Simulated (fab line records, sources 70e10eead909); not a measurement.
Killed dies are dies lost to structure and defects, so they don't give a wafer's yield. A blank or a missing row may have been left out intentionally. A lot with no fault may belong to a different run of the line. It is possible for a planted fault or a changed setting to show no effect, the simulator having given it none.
Which of the tools did it?	flow nandHarc	24 lots, 72 wafers sampled, at 2 steps of a route of 1159

WHAT THE GAUGES SHOWED, per wafer
NHARC_P_STI_CD_MEAS_16. Usual: cdNm 199.7 nm, standard deviation 1.6.
lot	measured	on	cdNm (nm)	flag
L074	day 2 13:44	cdSem-01	196.6 199.3 200.1	
L076	day 2 20:58	cdSem-02	200.2 200.0 203.7	
L075	day 2 21:07	cdSem-01	201.0 199.8 201.6	
L077	day 3 05:42	cdSem-01	200.1 200.7 199.7	
L078	day 3 11:17	cdSem-03	198.3 197.8 200.1	
L080	day 3 21:34	cdSem-02	197.9 198.2 198.6	
L079	day 3 21:46	cdSem-01	200.6 200.8 200.7	
L081	day 4 05:22	cdSem-02	199.8 200.7 200.8	
L082	day 4 13:37	cdSem-02	200.5 200.6 199.4	
L083	day 4 17:35	cdSem-03	200.1 201.6 201.4	
L084	day 5 00:40	cdSem-02	199.4 198.1 199.2	
L085	day 5 05:35	cdSem-02	198.1 199.6 194.7	
L086	day 5 12:58	cdSem-02	197.5 199.1 199.3	
L087	day 5 18:27	cdSem-02	199.2 198.8 200.0	
L088	day 6 00:29	cdSem-03	197.7 200.8 198.4	
L089	day 6 07:35	cdSem-02	198.5 197.6 199.0	
L090	day 6 13:48	cdSem-03	200.7 199.0 199.9	
L091	day 6 20:47	cdSem-01	199.5 198.7 198.5	
L092	day 6 20:57	cdSem-01	197.0 198.7 199.6	
L093	day 7 05:40	cdSem-03	201.2 201.3 201.6	
L094	day 7 11:34	cdSem-03	201.4 198.5 196.5	
L095	day 7 18:29	cdSem-03	202.5 204.9 201.9	
L096	day 8 02:26	cdSem-03	198.9 202.6 200.7	
L097	day 8 02:37	cdSem-02	198.6 197.4 197.7	

NHARC_P_GATE_CD_MEAS_46: the cd target is 720 nm. Usual: cdNm 719.7 nm, standard deviation 1.2.
lot	measured	on	cdNm (nm)	flag
L074	day 5 01:01	cdSem-02	719.5 720.9 721.6	
L076	day 5 13:36	cdSem-01	722.6 720.1 722.2	
L075	day 5 13:49	cdSem-01	720.4 721.5 721.2	
L077	day 5 20:41	cdSem-02	718.0 718.2 718.4	
L078	day 5 21:15	cdSem-03	720.0 718.3 719.9	
L080	day 6 18:09	cdSem-01	721.0 719.4 720.3	
L079	day 6 20:36	cdSem-03	721.0 719.6 718.1	
L081	day 7 01:00	cdSem-03	721.4 720.3 720.5	
L082	day 7 03:59	cdSem-03	720.3 720.0 720.4	
L083	day 7 04:09	cdSem-01	720.0 719.9 718.2	
L084	day 7 20:22	cdSem-01	718.7 720.1 721.7	
L085	day 7 18:01	cdSem-03	721.5 720.1 719.7	
L086	day 8 09:34	cdSem-02	719.1 720.6 717.7	
L087	day 8 10:17	cdSem-01	719.0 719.8 718.0	
L088	day 8 18:50	cdSem-02	720.2 721.0 718.3	
L089	day 8 22:49	cdSem-03	720.6 719.0 720.8	
L090	day 9 04:20	cdSem-03	720.1 720.1 718.4	
L091	day 9 11:43	cdSem-02	719.7 718.0 719.1	
L092	day 9 11:34	cdSem-03	719.2 721.1 720.1	
L093	day 9 18:52	cdSem-02	719.7 719.2 720.7	
L094	day 10 02:47	cdSem-01	718.6 720.2 718.5	
L095	day 10 11:39	cdSem-03	718.4 718.2 719.4	
L096	day 10 18:04	cdSem-02	720.5 719.6 720.4	
L097	day 10 16:55	cdSem-02	718.0 717.6 717.7	

TOOL THAT RAN EACH LOT (tool first, then ch and the chambers of the sampled wafers, then the start)
The record shows no process step preceding these readings.

WHAT THE TOOLS THEMSELVES READ (means of the sampled wafers that have a number; where no wafer has one, the mark that the record gives instead)
The record holds no such reading with a usual standard deviation.

THE ANSWER, worked out from the rows above alone
Rule: take the mean of a lot's wafers that have a number; if it is more than 3 standard deviations from the usual mean, the lot is off. A lot without any number at a reading at which 4 lots or more have one is off too. All remaining lots with rows at the step are treated as sound. The gauges are gone through in route order, then the tools' own readings, and for those a lot's mean is taken as printed above. At the first step where some lot is off, the reading lying furthest off is the one used; lots without a number count as furthest.
Nothing can be told from this: no lot is off at any reading shown.

WHAT THE SIMULATOR PUT IN
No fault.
